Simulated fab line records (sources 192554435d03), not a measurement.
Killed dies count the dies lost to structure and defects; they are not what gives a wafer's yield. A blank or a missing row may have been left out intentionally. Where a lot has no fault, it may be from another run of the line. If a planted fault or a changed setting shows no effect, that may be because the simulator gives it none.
Matching of chambers	flow n5Finfet	N5_BEOL_M8_ETCH_61 on rieDiel-05: 4 sister chambers
The step etches SiARC in CF4, target depth 45.5 nm, time 75.8 s. 4 wafers are shown with their chamber, then 12 later ones without.

## WAFERS PAIRED WITH THEIR CHAMBERS
wafer	chamber	drypumpMotorCurrentA (A)
L086.2	1	4.7
L090.6	3	5.6
L089.5	0	6.3
L089.6	2	5.9

## WAFERS WITHOUT THEIR CHAMBER
wafer	drypumpMotorCurrentA (A)
L088.1	5.9
L088.4	6.4
L088.5	5.9
L093.1	5.9
L093.3	5.9
L093.4	5.6
L091.1	4.7
L091.2	5.7
L091.4	4.8
L095.2	4.7
L095.5	4.8
L095.6	5.6

## THE CHAMBER EACH PASSED THROUGH
wafer	from the rows above	in truth
L088.1	2	2
L088.4	0	0
L088.5	2	2
L093.1	2	2
L093.3	2	2
L093.4	3	3
L091.1	1	1
L091.2	can't be placed: 3 or 2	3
L091.4	1	1
L095.2	1	1
L095.5	1	1
L095.6	3	3
Placed correctly: 11 of 12. Unplaceable from these rows: 1, with the true chamber sitting among the candidates in 1. 0 placed wrongly.
How it was worked out, from the rows above alone: a wafer's distance from a chamber is the root of the sum, over the readings, of the square of ((its reading less the chamber's mean) divided by the reading's scatter). If the next closest chamber is less than 2 further off than the closest, the wafer can't be placed; otherwise it belongs to the closest. For every chamber, the mean is computed from those of its wafers that are shown. The scatter (one wafer shown for each chamber): square how far every hidden wafer sits from the nearest shown wafer, average those squares and take the square root.
